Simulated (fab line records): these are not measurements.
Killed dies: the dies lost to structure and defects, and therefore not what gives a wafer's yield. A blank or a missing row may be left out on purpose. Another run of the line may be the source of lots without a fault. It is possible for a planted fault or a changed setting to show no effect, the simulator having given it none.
Matching of chambers + flow nand-harc + NHARC_A_STAIRCASE_ETCH_313 on rie-diel-03: 4 sister chambers
The step etches the open film in CF4/CHF3. 14 wafers are shown with their chamber, then 7 later ones without.

WAFERS PAIRED WITH THEIR CHAMBERS
| wafer  | chamber | showerhead-plenum-p-Torr (Torr) | rf-vpp-V (V) | drypump-motor-current-A (A) |
|--------|---------|---------------------------------|--------------|-----------------------------|
| L076.3 | 0       | 1.54                            | 369.4        | 6.2                         |
| L076.4 | 3       | 1.66                            | 373.9        | 5.9                         |
| L076.5 | 0       | 1.54                            | 369.5        | 6.1                         |
| L079.2 | 3       | 1.65                            | 373.4        | 5.9                         |
| L079.3 | 2       | 1.50                            | 368.9        | 6.0                         |
| L079.4 | 0       | 1.53                            | 370.0        | 6.2                         |
| L083.1 | 2       | 1.50                            | 369.6        | 6.0                         |
| L083.3 | 0       | 1.53                            | 369.6        | 6.1                         |
| L083.5 | 2       | 1.50                            | 368.1        | 6.0                         |
| L084.2 | 1       | 1.70                            | 375.5        | 6.2                         |
| L084.5 | 2       | 1.50                            | 368.7        | 6.0                         |
| L084.6 | 3       | 1.65                            | 373.6        | 5.9                         |
| L087.1 | 0       | 1.53                            | 369.5        | 6.1                         |
| L087.2 | 1       | 1.70                            | 375.0        | 6.1                         |

SIGNATURES (means of the wafers above)
| reading                  | chamber 0 | chamber 1 | chamber 2 | chamber 3 | scatter within a chamber |
|--------------------------|-----------|-----------|-----------|-----------|--------------------------|
| showerhead-plenum-p-Torr | 1.5340    | 1.7000    | 1.5000    | 1.6533    | 0.00432                  |
| rf-vpp-V                 | 369.600   | 375.250   | 368.825   | 373.633   | 0.402                    |
| drypump-motor-current-A  | 6.140     | 6.150     | 6.000     | 5.900     | 0.0412                   |
Rule: a wafer lies at a distance from a chamber equal to the root of the sum of squares, over the readings, of (its reading less the chamber's mean, divided by the reading's scatter). If the next closest chamber is less than 2 further off than the closest, the wafer can't be placed; otherwise it belongs to the closest. The scatter: take each reading less its chamber's mean, square it, sum over the shown wafers, divide by the number of wafers less the number of chambers, and take the root.

WAFERS WITHOUT THEIR CHAMBER
| wafer  | showerhead-plenum-p-Torr (Torr) | rf-vpp-V (V) | drypump-motor-current-A (A) |
|--------|---------------------------------|--------------|-----------------------------|
| L087.5 | 1.70                            | 375.9        | 6.2                         |
| L088.1 | 1.65                            | 372.0        | 5.9                         |
| L088.3 | 1.53                            | 369.0        | 6.1                         |
| L088.4 | 1.70                            | 375.2        | 6.2                         |
| L093.2 | 1.52                            | 369.5        | 6.2                         |
| L093.5 | 1.52                            | 369.2        | 6.2                         |
| L093.6 | 1.69                            | 374.7        | 6.2                         |

THE CHAMBER EACH PASSED THROUGH
| wafer  | from the rows above | in truth |
|--------|---------------------|----------|
| L087.5 | 1                   | 1        |
| L088.1 | 3                   | 3        |
| L088.3 | 0                   | 0        |
| L088.4 | 1                   | 1        |
| L093.2 | 0                   | 0        |
| L093.5 | 0                   | 0        |
| L093.6 | 1                   | 1        |
Correct placement for 7 of the 7. From these rows, 0 cannot be placed. Number placed wrongly: 0.
